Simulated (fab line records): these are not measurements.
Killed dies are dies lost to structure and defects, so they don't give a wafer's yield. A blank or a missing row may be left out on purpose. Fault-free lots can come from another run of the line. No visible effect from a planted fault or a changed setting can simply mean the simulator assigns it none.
Comparing a struck lot with a sound one ; flow n5_finfet ; 15 steps out of a route of 1938
Sound: these wafers, L240.1, L240.4, L240.5. Struck: wafer L257.5 (left out: L257.3, a lot-mate that was not struck); the cause follows at the end.
Each step with rows lists, per side, the tool, then ch with its chambers, then its first start. Under that, the readings that differ: sound wafers ; struck wafers ; difference of the means ; sigmas: that difference in standard deviations of wafers without a fault.
alike: words and numbers the same on both sides, and readings whose means are apart by under 2 such deviations; not compared: readings that were withheld, readings missing a value for some wafer, numbers with overlapping values and no deviation given by the record, and bounds like >300 which may hide the same value.
A row with sigmas, a row that says differs or no value, or rows on one side alone: a step with any of these is where the two part. Numbers that don't overlap but have no deviation are shown without sigmas and don't part them. A reading that every wafer of one side lacks parts them only if that side has two wafers or more.

N5_BEOL_M1_DESCUM_33: chemistry O2, time 7 s.
  sound on rie_diel-06 ch 0,2,3, day 6 10:41; struck on rie_diel-06 ch 1, day 10 11:46
  alike: chamber_pressure_mTorr, drypump_motor_current_A, oes_product_au, rf_vpp_V, showerhead_plenum_p_Torr, throttle_valve_pct
  not compared: rf_hours_counter_h
N5_BEOL_M1_ETCH_77: etches underlayer in N2/H2, target depth 6.5 nm, time 5.2 s.
  sound on rie_diel-06 ch 0,2,3, day 6 10:43; struck on rie_diel-06 ch 1, day 10 11:47
  alike: chamber_pressure_mTorr, drypump_motor_current_A, etch_rf_on_time_s, oes_product_au, rf_vpp_V, showerhead_plenum_p_Torr, throttle_valve_pct
  not compared: rf_hours_counter_h
then, 1 step without rows for these wafers: N5_BEOL_M1_ETCH_69 (etches SiARC in CF4, target depth 15.6 nm, time 26 s).
N5_BEOL_M1_ALD_98: deposits SiO2, target thk 2.5 nm, pulse time 1 s, co reactant pulse time 1 s.
  sound on ald_sin-03 ch 1,2, day 6 10:49; struck on ald_sin-01 ch 0, day 10 11:53
reading;sound;struck;difference;sigmas
precursor_pulse_height_rel;1.016 1.019 0.996;0.964;-0.046;-2
  alike: heater_power_w
N5_BEOL_M1_ETCHBACK_99: etches SiO2 in CHF3, target depth 5 nm, time 10.4 s.
  sound on rie_diel-06 ch 1,3, day 6 16:14; struck on rie_diel-06 ch 0, day 10 18:42
  alike: chamber_pressure_mTorr, drypump_motor_current_A, mfc_ar_sccm, oes_f_703_au, oes_product_au, rf_vpp_V, showerhead_plenum_p_Torr, throttle_valve_pct
  not compared: rf_hours_counter_h
then, 7 steps without rows for these wafers: N5_BEOL_M1_ETCH_70 (etches SOC in N2/H2, target depth 80 nm, overetch 16 nm, time 120 s); N5_BEOL_M1_STRIP_71 (strips in N2/H2); N5_BEOL_M1_STRIP_78 (strips in N2/H2); N5_BEOL_M1_VIA_ETCH_34 (etches the open film in C4F6/O2, target depth 67.8 nm, time 64.4 s); N5_BEOL_M1_STRIP_83 (strips in C4F6/O2); N5_BEOL_M1_STRIP_36 (strips in N2/H2); N5_BEOL_M1_TRENCH_ETCH_37 (etches SiOC in C4F6/O2, target depth 55.207 nm, time 29 s).
N5_BEOL_M1_ETCH_41: etches SiCN in CH3F/O2, target depth 31.9 nm, time 57.8 s.
  sound on rie_diel-06 ch 1,3, day 6 16:30; struck on rie_diel-06 ch 0, day 10 18:58
reading;sound;struck;difference;sigmas
model.etch.depth_nm (nm);21.61 22.79 21.56;32.27;+10.28;
  alike: chamber_pressure_mTorr, drypump_motor_current_A, mfc_ar_sccm, oes_product_au, rf_vpp_V, showerhead_plenum_p_Torr, throttle_valve_pct
  not compared: rf_hours_counter_h
N5_BEOL_M1_STRIP_97: strips in N2/H2, time 10 s.
  sound: rie_diel-06 ch 1,3; struck: rie_diel-06 ch 0
  alike: chamber_pressure_mTorr, drypump_motor_current_A, oes_product_au, rf_vpp_V, showerhead_plenum_p_Torr, throttle_valve_pct
  not compared: rf_hours_counter_h
N5_BEOL_M4_RC_MEAS_101:
  sound on prober-01 ch 0, day 8 03:41; struck on prober-02 ch 0, day 12 11:19
  alike: DIBL_N, DIBL_P, IOFF_N, IOFF_P, ION_N, ION_P, SS_N, SS_P, VT_N, VT_P

## WHERE THEY PART
Only at N5_BEOL_M1_ALD_98, as far as this record shows. Later steps at which nothing parts them and some readings are alike: N5_BEOL_M1_ETCHBACK_99, N5_BEOL_M1_ETCH_41, N5_BEOL_M1_STRIP_97, N5_BEOL_M4_RC_MEAS_101.

WHY: whatever the simulator had introduced
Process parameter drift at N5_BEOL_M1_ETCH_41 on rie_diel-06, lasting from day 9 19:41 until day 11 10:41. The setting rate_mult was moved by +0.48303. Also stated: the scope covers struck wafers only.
